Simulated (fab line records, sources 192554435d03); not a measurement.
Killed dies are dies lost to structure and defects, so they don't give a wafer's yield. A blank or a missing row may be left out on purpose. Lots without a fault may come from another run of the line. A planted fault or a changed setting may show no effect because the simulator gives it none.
Split-lot experiment | flow n5_finfet | 7 lots, 21 wafers read, on a route of 1938 steps

THE SPLIT
At N5_BEOL_M1_ETCH_64 (etches SOC in N2/H2, target depth 75 nm, overetch 15 nm, time 112.5 s), the setting source_w was moved away from the recipe's 840 W on 5 of the 21 wafers read, by +6.7% to +17.9%. The other wafers ran this setting at the recipe's value.

The reading is taken at the split's own step.

THE READING
rf_vpp_V, in V, at N5_BEOL_M1_ETCH_64 (etches SOC in N2/H2, target depth 75 nm, overetch 15 nm, time 112.5 s). Fault-free wafers of this fab line usually give 524.5 V, standard deviation 3 V.

wafer  | tool, chamber at the split | source_w as run, W | against the recipe | rf_vpp_V, V | against lot-mates on the recipe
L078.1 | rie_diel-06, 2             | 956.5              | +13.9%             | 506.9       | -12.4
L078.3 | rie_diel-06, 1             | 840                | recipe             | 519.3       | -
L078.4 | rie_diel-06, 3             | 956.5              | +13.9%             | 501.4       | -17.9
L081.1 | rie_diel-04, 1             | 840                | recipe             | 524.2       | -
L081.2 | rie_diel-04, 3             | 840                | recipe             | 526.4       | -
L081.6 | rie_diel-04, 0             | 840                | recipe             | 526.7       | -
L083.1 | rie_diel-01, 1             | 935.1              | +11.3%             | 504.3       | -19.8
L083.2 | rie_diel-01, 2             | 840                | recipe             | 526.0       | -
L083.6 | rie_diel-01, 3             | 840                | recipe             | 522.3       | -
L084.1 | rie_diel-01, 3             | 840                | recipe             | 522.1       | -
L084.5 | rie_diel-01, 1             | 840                | recipe             | 524.0       | -
L084.6 | rie_diel-01, 2             | 840                | recipe             | 525.6       | -
L086.2 | rie_diel-06, 3             | 990.3              | +17.9%             | 494.4       | -33.6
L086.4 | rie_diel-06, 2             | 840                | recipe             | 529.0       | -
L086.6 | rie_diel-06, 2             | 840                | recipe             | 526.9       | -
L087.1 | rie_diel-04, 1             | 840                | recipe             | 525.7       | -
L087.3 | rie_diel-04, 3             | 840                | recipe             | 525.1       | -
L087.5 | rie_diel-04, 1             | 840                | recipe             | 525.2       | -
L091.1 | rie_diel-06, 3             | 840                | recipe             | 523.7       | -
L091.2 | rie_diel-06, 1             | 896.1              | +6.7%              | 505.1       | -17.5
L091.5 | rie_diel-06, 3             | 840                | recipe             | 521.5       | -

THE FIT
A straight line over all 21 wafers: rf_vpp_V changes by -1.65 V for each +1% of source_w; r = -0.95; the points scatter about the line by 3.1 V.
The same after taking each lot's own level away (the mean of its wafers on the recipe; 21 wafers): -1.54 V for each +1%; r = -0.94; scatter 3.3 V.
On that fit, the largest move of source_w shifts the reading by 28 V.
The lots' own levels span 519.30 to 527.95 V, that is 2.9 times the standard deviation above.
So the lot-to-lot level changes the slope little: the two slopes agree.
Check: with one of the wafers moved furthest among these (+17.9%) left out of the fit, the line predicts -24.3 V for it against its lot-mates. It came out at -33.6 V against them.
Tool readings at the split's step, against how far the setting was moved: rf_vpp_V r = -0.95.

OTHER SPLITS ON THESE WAFERS
These wafers also went through other splits before the reading. Each is held against what the fit with the lots' levels taken away leaves over:
other split on the same wafers | wafers away from the commonest value | r with rf_vpp_V (lot level and that fit taken away)
N5_BEOL_M1_COAT_05 spin_rpm    | 7                                    | +0.25

THE FILE'S OWN FIT
rf_vpp_V changes by -1.68 V for each +1% of source_w, r = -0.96.
